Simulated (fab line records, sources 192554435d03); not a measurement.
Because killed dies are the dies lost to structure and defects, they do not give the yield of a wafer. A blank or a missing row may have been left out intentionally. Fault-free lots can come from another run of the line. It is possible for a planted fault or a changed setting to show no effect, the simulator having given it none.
A struck lot beside a sound one	flow n5-finfet	23 steps out of a route of 1938
Sound: wafers L368.3, L368.5, L368.6. Struck: wafers L366.1, L366.5, L366.6. The cause is named last.
Order at every step that has rows: each side's tool, ch and its chambers, its first start. Under that, the readings that differ: sound wafers	struck wafers	difference of the means	sigmas: that difference in standard deviations of wafers without a fault.
alike: a reading whose means differ by less than 2 such deviations, as well as words and numbers matching on both sides. not compared: withheld readings; readings where some wafer has no value; bounds like >300 that might hide an equal value; numbers whose values overlap and for which the record gives no deviation.
The two part at a step that has a row with sigmas, a row that says differs or no value, or rows on one side only. Numbers that don't overlap but have no deviation are shown without sigmas and don't part them. A reading missing from all wafers of one side parts the sides only when that side holds two or more wafers.

first, 8 steps without rows for these wafers: N5_BEOL_M1_PRE_CLEAN_60 (time 15 s); N5_BEOL_M1_CO_CAP_55 (material Co, precursor CCTBA/H2, target thk 2 nm, time 102.1 s); N5_BEOL_M1_PRE_CLEAN_56 (time 15 s); N5_BEOL_M1_DEP_57 (deposits SiCN from 3MS/NH3, target thk 8 nm, time 14 s); N5_BEOL_M2_ILD_DEP_00 (deposits SiOC from DEMS/O2, target thk 79 nm, time 15.3 s); N5_BEOL_M2_PECVD_72 (deposits SiO2 from TEOS/O2, target thk 16 nm, time 18 s); N5_BEOL_M2_HM_DEP_02 (deposits TiN, target thk 20 nm); N5_BEOL_M2_COAT_61 (time 60 s, resist thk 60 nm).
N5_BEOL_M2_COAT_62: time 60 s, resist thk 12 nm.
  sound on litho-track-02 ch 0, day 10 02:08; struck on litho-track-03 ch 0, day 9 15:11
reading	sound	struck	difference	sigmas
spin-speed-rpm (rpm)	1497.4 1500.6 1500.1	2323.4 2325.2 2322.6	+824.4	+99 or more
model.SiARC_of_BEOL_M2_COAT_62.thk-nm (nm)	12 12 12	9.6 9.6 9.6	-2.4	
  alike: exhaust-pa
then, 9 steps without rows for these wafers: N5_BEOL_M2_COAT_73 (time 60 s, resist thk 5 nm); N5_BEOL_M2_COAT_05 (resist thk 30 nm); N5_BEOL_M2_EBR_07; N5_BEOL_M2_SOFTBAKE_06 (time 60 s); N5_BEOL_M2_EXPOSE_08 (exposes mask M2); N5_BEOL_M2_PEB_09 (peb time 60 s); N5_BEOL_M2_DEVELOP_10 (develop time 30 s); N5_BEOL_M2_DESCUM_16 (chemistry O2, time 7 s); N5_BEOL_M2_ETCH_74 (etches underlayer in N2/H2, target depth 6.5 nm, time 5.2 s).
N5_BEOL_M2_ETCH_63: etches SiARC in CF4, target depth 15.6 nm, time 26 s.
  sound on rie-diel-04 ch 1,2, day 10 02:44; struck on rie-diel-01 ch 1,3, day 9 15:37
reading	sound	struck	difference	sigmas
etch-rf-on-time-s (s)	25.6 26.1 25.3	20.6 20.8 20.5	-5.0	-14
model.etch.depth-nm (nm)	12.03 11.93 11.97	9.642 9.665 9.617	-2.335	
  alike: drypump-motor-current-A, oes-product-au, rf-vpp-V, showerhead-plenum-p-Torr, throttle-valve-pct
  not compared: rf-hours-counter-h
N5_BEOL_M2_ETCH_64: etches SOC in N2/H2, target depth 75 nm, overetch 22.5 nm, time 121.9 s.
  sound on rie-diel-04 ch 1,2, day 10 02:46; struck on rie-diel-01 ch 1,3, day 9 15:39
reading	sound	struck	difference	sigmas
model.SiARC_of_BEOL_M2_COAT_62.thk-nm (nm)	6.2 6.4 6.2	4 4 4	-2	
  alike: drypump-motor-current-A, oes-product-au, rf-vpp-V, showerhead-plenum-p-Torr, throttle-valve-pct
  not compared: rf-hours-counter-h
then, 1 step without rows for these wafers: N5_BEOL_M2_STRIP_65 (strips in N2/H2).
-- a jump in the record: the struck wafers' starts before and after are 3 days apart (it breaks off in module BEOL_M2 and resumes in module BEOL_M4, where the first step shown is number 1111 of the route) --
N5_BEOL_M4_RC_MEAS_101:
  sound on prober-01 ch 0, day 13 20:49; struck on prober-02 ch 0, day 13 02:02
  alike: DIBL_N, DIBL_P, IOFF_N, IOFF_P, ION_N, ION_P, SS_N, SS_P, VT_N, VT_P
-- a jump in the record: the struck wafers' starts before and after are 4 days apart (it breaks off in module BEOL_M4 and resumes in module PASSIVATION, where the first step shown is number 1936 of the route) --
N5_PASSIVATION_PROBE_49:
  sound on prober-01, day 18 01:05; struck on prober-01, day 17 05:55
  alike: defect-limited-yield, killed_at_M0_to_M3, killed_at_M4_up, killed-at-contacts, killed-at-front-end, killed-at-other, killed-dies, killed-open, killed-short, sort_bin_5_function, sort_bin_6_memory, sort-n-pass, sort-yield-pct

== WHERE THEY PART ==
Earliest at N5_BEOL_M2_COAT_62; latest, in this record, at N5_BEOL_M2_ETCH_63. Later steps at which nothing parts them and some readings are alike: N5_BEOL_M2_ETCH_64, N5_BEOL_M4_RC_MEAS_101, N5_PASSIVATION_PROBE_49.

WHY: whatever the simulator had introduced
Drift in process parameters on litho-track-03 at N5_BEOL_M2_COAT_62, starting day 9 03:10. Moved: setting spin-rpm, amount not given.
